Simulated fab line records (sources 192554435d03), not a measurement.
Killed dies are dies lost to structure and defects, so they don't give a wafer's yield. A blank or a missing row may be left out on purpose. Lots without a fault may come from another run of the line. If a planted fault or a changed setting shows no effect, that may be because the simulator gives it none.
Which tool did it? ; flow n5 finfet ; Sampling: 7 lots, 21 wafers, 8 of 1938 route steps

WHAT EACH GAUGE READ, for each wafer
N5_BEOL_M9_CD_MEAS_18: pitch 140 nm, target cd 70 nm. Usual: cd nm 70.0 nm, standard deviation 0.56.
lot;measured;on;cd nm (nm);flag
L871;day 10 21:19;cd sem-01;69.8 70.3 70.3;
L872;day 11 05:35;cd sem-02;69.9 70.1 70.1;
L881;day 13 14:47;cd sem-03;70.2 70.6 69.8;
L884;day 14 05:33;cd sem-02;69.4 69.3 69.5;
L886;day 14 12:37;cd sem-01;69.1 69.4 69.1;
L891;day 15 16:05;cd sem-01;70.5 70.7 71.0;
L893;day 16 16:56;cd sem-02;70.0 69.9 69.7;

N5_BEOL_M9_INSPECT_30: inspects for defects (brightfield). Usual: raw defect count 402, standard deviation 98.
lot;measured;on;raw defect count;flag
L871;day 10 23:34;defect inspect-01;331 313 331;
L872;day 11 09:04;defect inspect-02;479 603 528;
L881;day 13 17:33;defect inspect-01;334 307 255;
L884;day 14 06:20;defect inspect-02;344 382 298;
L886;day 14 15:31;defect inspect-02;409 362 518;
L891;day 15 16:47;defect inspect-02;314 298 335;
L893;day 16 19:11;defect inspect-01;413 358 363;

N5_BEOL_M9_OCD_MEAS_38. Usual: trench depth nm 151.6 nm, standard deviation 2.1.
lot;measured;on;trench depth nm (nm);flag
L871;day 11 00:08;ocd-02;149.9 156.4 150.0;
L872;day 11 09:35;ocd-02;149.4 152.9 150.9;
L881;day 13 18:02;ocd-02;152.5 147.6 152.3;
L884;day 14 06:50;ocd-02;150.2 151.3 151.1;
L886;day 14 16:00;ocd-01;148.2 153.0 149.6;
L891;day 15 17:17;ocd-02;118.8 152.3 124.2;OFF
L893;day 16 19:40;ocd-01;150.9 123.6 150.9;OFF

N5_BEOL_M9_THK_MEAS_53: measures by xrf. Usual: M9_THK 141.1 nm, standard deviation 2.7.
lot;measured;on;M9_THK (nm);flag
L871;day 11 02:38;film metro-02;141.6 145.0 141.1;
L872;day 11 12:28;film metro-02;136.5 140.5 138.5;
L881;day 13 21:34;film metro-01;143.5 136.7 142.0;
L884;day 14 09:37;film metro-01;140.3 138.7 139.9;
L886;day 14 18:23;film metro-02;139.6 140.5 139.0;
L891;day 15 21:59;film metro-02;109.1 140.5 112.6;OFF
L893;day 16 23:10;film metro-02;139.4 112.8 140.7;OFF

N5_BEOL_M9_RS_MEAS_57: a four-point-probe measurement. Usual: M9_RS 0.1503 ohm/sq, standard deviation 0.0029.
lot;measured;on;M9_RS (ohm/sq);flag
L871;day 11 02:47;film metro-02;0.1502 0.1454 0.1507;
L872;day 11 12:36;film metro-02;0.1536 0.1487 0.1508;
L881;day 13 21:42;film metro-02;0.1482 0.1554 0.1487;
L884;day 14 09:45;film metro-02;0.1521 0.1525 0.1517;
L886;day 14 18:31;film metro-02;0.1530 0.1500 0.1524;
L891;day 15 22:08;film metro-02;0.2000 0.1509 0.1931;OFF
L893;day 16 23:19;film metro-01;0.1521 0.1940 0.1515;OFF

N5_BEOL_M15_RC_MEAS_101. Usual: COMB_M10 1.4e-11 S/m, standard deviation 3.3e-12; COMB_M11 1.43e-11 S/m, standard deviation 2.9e-12; COMB_M12 5.7e-12 S/m, standard deviation 1.6e-12; COMB_M13 4.4e-12 S/m, standard deviation 1.2e-12; COMB_M14 3.1e-12 S/m, standard deviation 1.1e-12; COMB_M15 2e-12 S/m, standard deviation 9.8e-13; COMB_M5 3.5e-11 S/m, standard deviation 7.2e-12; COMB_M6 2.4e-11 S/m, standard deviation 5.7e-12; COMB_M7 2.5e-11 S/m, standard deviation 5.4e-12; COMB_M8 2.6e-11 S/m, standard deviation 5.4e-12; SERP_M10 3.11 ohm/um, standard deviation 0.064; SERP_M11 3.08 ohm/um, standard deviation 0.073; SERP_M11_max_site 3.16 ohm/um, standard deviation 0.082; SERP_M12 0.639 ohm/um, standard deviation 0.016; SERP_M13 0.308 ohm/um, standard deviation 0.0053; SERP_M14 0.162 ohm/um, standard deviation 0.0031; SERP_M5 38.9 ohm/um, standard deviation 1.5; SERP_M6 13.9 ohm/um, standard deviation 0.49; SERP_M7 13.8 ohm/um, standard deviation 0.43; SERP_M8 13.9 ohm/um, standard deviation 0.45; SERP_M8_max_site 14.5 ohm/um, standard deviation 0.51; SERP_M9 3.05 ohm/um, standard deviation 0.069; SERP_M9_max_site 3.15 ohm/um, standard deviation 0.079.
lot;measured;on;COMB_M10 (S/m);COMB_M11 (S/m);COMB_M12 (S/m);COMB_M13 (S/m);COMB_M14 (S/m);COMB_M15 (S/m);COMB_M5 (S/m);COMB_M6 (S/m);COMB_M7 (S/m);COMB_M8 (S/m);SERP_M10 (ohm/um);SERP_M11 (ohm/um);SERP_M11_max_site (ohm/um);SERP_M12 (ohm/um);SERP_M13 (ohm/um);SERP_M14 (ohm/um);SERP_M5 (ohm/um);SERP_M6 (ohm/um);SERP_M7 (ohm/um);SERP_M8 (ohm/um);SERP_M8_max_site (ohm/um);SERP_M9 (ohm/um);SERP_M9_max_site (ohm/um);flag
L871;day 12 18:40;prober-02;1.9e-11 2.5e-11 1.3e-11;1.32e-11 1.35e-11 1.87e-11;4.3e-12 4.8e-12 6.6e-12;3.8e-12 5.4e-12 5.4e-12;4e-12 4.2e-12 3.3e-12;1.9e-12 2.2e-12 2.1e-12;3.3e-11 2.5e-11 2.6e-11;2.2e-11 1.7e-11 1.8e-11;2.5e-11 2.3e-11 2.2e-11;2.6e-11 2.4e-11 2.1e-11;3.05 3.16 3.06;3.11 3.10 3.05;3.19 3.21 3.14;0.633 0.627 0.628;0.314 0.300 0.304;0.163 0.164 0.163;36.8 37.3 36.9;13.5 13.5 13.4;13.6 13.2 13.8;13.7 13.3 13.3;14.1 14.2 13.5;3.07 2.98 3.05;3.14 3.05 3.10;
L872;day 13 05:43;prober-02;1.8e-11 1.4e-11 2.1e-11;1.15e-11 1.6e-11 1.64e-11;7e-12 9.5e-12 7.5e-12;5.7e-12 4.7e-12 5.5e-12;2.9e-12 2.9e-12 4.7e-12;2.5e-12 3.1e-12 3.2e-12;4.2e-11 3e-11 4e-11;3.1e-11 2.9e-11 3.4e-11;3.1e-11 3.5e-11 2.9e-11;2.8e-11 2.6e-11 2.5e-11;3.09 3.10 3.15;2.97 3.01 3.09;3.00 3.11 3.17;0.616 0.626 0.646;0.304 0.311 0.299;0.167 0.163 0.161;36.9 38.5 38.8;13.7 14.0 13.7;13.6 14.9 13.7;13.5 13.2 13.1;14.0 13.6 14.3;3.09 3.01 3.05;3.19 3.07 3.08;
L881;day 15 17:38;prober-01;1.6e-11 1.6e-11 1.5e-11;1.54e-11 1.56e-11 1.39e-11;4.1e-12 2.4e-12 3.4e-12;3.1e-12 2.6e-12 2.7e-12;3.2e-12 2.5e-12 2e-12;2e-13 8e-13 7e-13;3e-11 2.7e-11 2.3e-11;1.8e-11 1.7e-11 2.1e-11;1.8e-11 3e-11 3.1e-11;3.6e-11 2.7e-11 2.6e-11;3.17 3.07 3.16;3.12 3.22 3.08;3.17 3.33 3.14;0.642 0.637 0.642;0.302 0.304 0.310;0.162 0.162 0.160;41.6 39.6 41.7;13.4 13.5 12.8;14.4 14.2 14.5;14.3 14.1 14.5;15.1 14.5 15.4;3.04 3.17 3.02;3.16 3.23 3.16;
L884;day 16 12:25;prober-02;1.7e-11 1.2e-11 1.3e-11;1.28e-11 1.98e-11 1.34e-11;7.3e-12 4.9e-12 4e-12;3.9e-12 4.1e-12 4e-12;4.9e-12 4.3e-12 7e-12;2.3e-12 2.5e-12 2.9e-12;3e-11 2.8e-11 3.2e-11;2.3e-11 2.3e-11 3e-11;3.2e-11 2.3e-11 2.2e-11;3.1e-11 2e-11 2.5e-11;3.04 3.13 2.98;3.09 2.97 3.03;3.17 3.10 3.14;0.633 0.623 0.618;0.310 0.309 0.309;0.169 0.166 0.164;40.6 40.0 39.2;14.7 13.9 14.4;13.3 13.9 13.3;13.8 14.9 14.4;14.2 15.2 15.0;3.15 3.15 3.18;3.19 3.24 3.29;
L886;day 16 18:50;prober-02;9e-12 1.6e-11 1e-11;2.03e-11 1.76e-11 1.99e-11;5.7e-12 5e-12 5.9e-12;5.2e-12 5.6e-12 5.2e-12;2.8e-12 2.9e-12 2.7e-12;2.3e-12 2.7e-12 3.2e-12;4e-11 4e-11 3.9e-11;3e-11 1.9e-11 2.3e-11;2.2e-11 2.3e-11 2.4e-11;2.8e-11 3.6e-11 2.3e-11;3.11 3.15 3.02;3.12 3.12 3.08;3.23 3.18 3.12;0.675 0.683 0.654;0.293 0.303 0.300;0.162 0.161 0.161;35.6 37.2 36.0;14.1 13.4 13.9;13.9 13.5 14.0;13.6 14.0 13.6;14.2 14.4 14.6;3.12 3.08 3.15;3.29 3.16 3.24;
L891;day 17 18:52;prober-02;1.5e-11 1.6e-11 1.5e-11;1.05e-11 1.1e-11 1.17e-11;4.1e-12 7.8e-12 4.8e-12;4.5e-12 4.6e-12 4.1e-12;4.1e-12 3.2e-12 4.3e-12;2e-12 3.1e-12 2.5e-12;2.6e-11 2.8e-11 2.9e-11;2.6e-11 2.9e-11 2.5e-11;2.6e-11 2.5e-11 3.3e-11;2.9e-11 3.8e-11 2.5e-11;3.16 3.04 3.21;3.22 3.19 3.08;3.27 3.23 3.16;0.633 0.649 0.650;0.309 0.306 0.303;0.162 0.157 0.161;40.4 38.8 40.2;13.8 13.6 14.0;13.9 13.6 14.1;14.0 13.8 13.8;14.3 14.4 14.2;4.00 3.02 3.82;4.18 3.13 3.95;OFF
L893;day 19 03:49;prober-02;1.6e-11 1.7e-11 1.7e-11;1.33e-11 1.39e-11 1.68e-11;5.7e-12 8.7e-12 9.5e-12;6.4e-12 4.8e-12 6.3e-12;4.5e-12 3.5e-12 4.4e-12;3.2e-12 3.9e-12 2.7e-12;3.5e-11 4.3e-11 5e-11;3.7e-11 2.9e-11 2.7e-11;3.2e-11 2.7e-11 3.3e-11;3.3e-11 2.9e-11 2.8e-11;3.10 3.22 3.09;3.03 3.08 2.98;3.11 3.18 3.05;0.650 0.645 0.628;0.302 0.302 0.298;0.156 0.163 0.162;36.6 37.4 37.8;14.2 15.1 13.5;13.6 14.0 13.4;13.5 13.4 14.2;13.8 13.9 15.2;3.06 3.92 3.02;3.18 4.03 3.22;OFF

WHAT TOOL EACH LOT RAN ON (gives the tool, then ch and the chambers of the sampled wafers, and finally the start)
lot;N5_BEOL_M9_TRENCH_ETCH_37;N5_BEOL_M9_SURFACE_TREAT_79
L871;rie diel-06 ch 2,3, day 10 23:57;pvd sputter-01, day 11 01:28
L872;rie diel-04 ch 1,3, day 11 09:24;pvd sputter-03, day 11 11:09
L881;rie diel-06 ch 0,2,3, day 13 17:52;pvd sputter-02, day 13 19:34
L884;rie diel-01 ch 0,1,2, day 14 06:40;pvd sputter-02, day 14 08:18
L886;rie diel-06 ch 1,2,3, day 14 15:49;pvd sputter-01, day 14 17:16
L891;rie diel-06 ch 0,1,2, day 15 17:07;pvd sputter-01, day 15 20:24
L893;rie diel-06 ch 0,1,3, day 16 19:30;pvd sputter-03, day 16 21:54
- N5_BEOL_M9_TRENCH_ETCH_37: etches SiCOH lowk in C4F6/O2, target depth 151.43 nm, time 49 s.
- N5_BEOL_M9_SURFACE_TREAT_79

AS READ BY THE TOOLS THEMSELVES (means over the sampled wafers that have a number; for cases with no such wafer, the mark the record gives instead)
N5_BEOL_M9_TRENCH_ETCH_37. Usual: drypump motor current A 5.7 A, standard deviation 0.66; oes product au 0.80 a.u., standard deviation 0.069; rf vpp V 668 V, standard deviation 7; showerhead plenum p Torr 2.85 Torr, standard deviation 0.082; throttle valve pct 20.92 %, standard deviation 0.17.
lot;tool;drypump motor current A (A);oes product au (a.u.);rf vpp V (V);showerhead plenum p Torr (Torr);throttle valve pct (%);flag
L871;rie diel-06;5.6;0.77;669;2.77;21.19;
L872;rie diel-04;5.9;0.83;670;2.91;20.83;
L881;rie diel-06;6.0;0.79;669;2.83;21.04;
L884;rie diel-01;5.7;0.76;661;2.82;20.95;
L886;rie diel-06;5.5;0.75;674;2.80;21.12;
L891;rie diel-06;5.9;0.73;672;2.86;20.92;
L893;rie diel-06;5.5;0.87;673;2.90;20.80;

THE ANSWER, worked out from the rows above alone
Rule: take the mean of a lot's wafers that have a number; if it is more than 3 standard deviations from the usual mean, the lot is off. Also off: a lot with no number at a reading for which 4 or more lots have one. All remaining lots with rows at the step are treated as sound. First the gauges in route order, then the tools' own readings, where a lot's mean is used as printed above. The first step at which some lot is off is used, and at that step the reading that is off furthest; a lot without a number counts as furthest.
Off at N5_BEOL_M9_OCD_MEAS_38 (trench depth nm): L891, L893.
A tool fits if, at a process step before that reading, it ran every lot that is off, and no sound lot after the first of them. The gauges at N5_BEOL_M9_OCD_MEAS_38 aren't tried: what is off there is off at N5_BEOL_M9_THK_MEAS_53 too, on other tools, and a gauge's error can't cause that. One fits: N5_BEOL_M9_TRENCH_ETCH_37 on rie diel-06. A fault onset in the window from L886 (day 14 15:49, its last sound lot) to L891 (day 15 17:07, its first lot off) fits.

WHAT THE SIMULATOR HAD INSERTED
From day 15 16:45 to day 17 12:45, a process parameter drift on rie diel-06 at N5_BEOL_M9_TRENCH_ETCH_37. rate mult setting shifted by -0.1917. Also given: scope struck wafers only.
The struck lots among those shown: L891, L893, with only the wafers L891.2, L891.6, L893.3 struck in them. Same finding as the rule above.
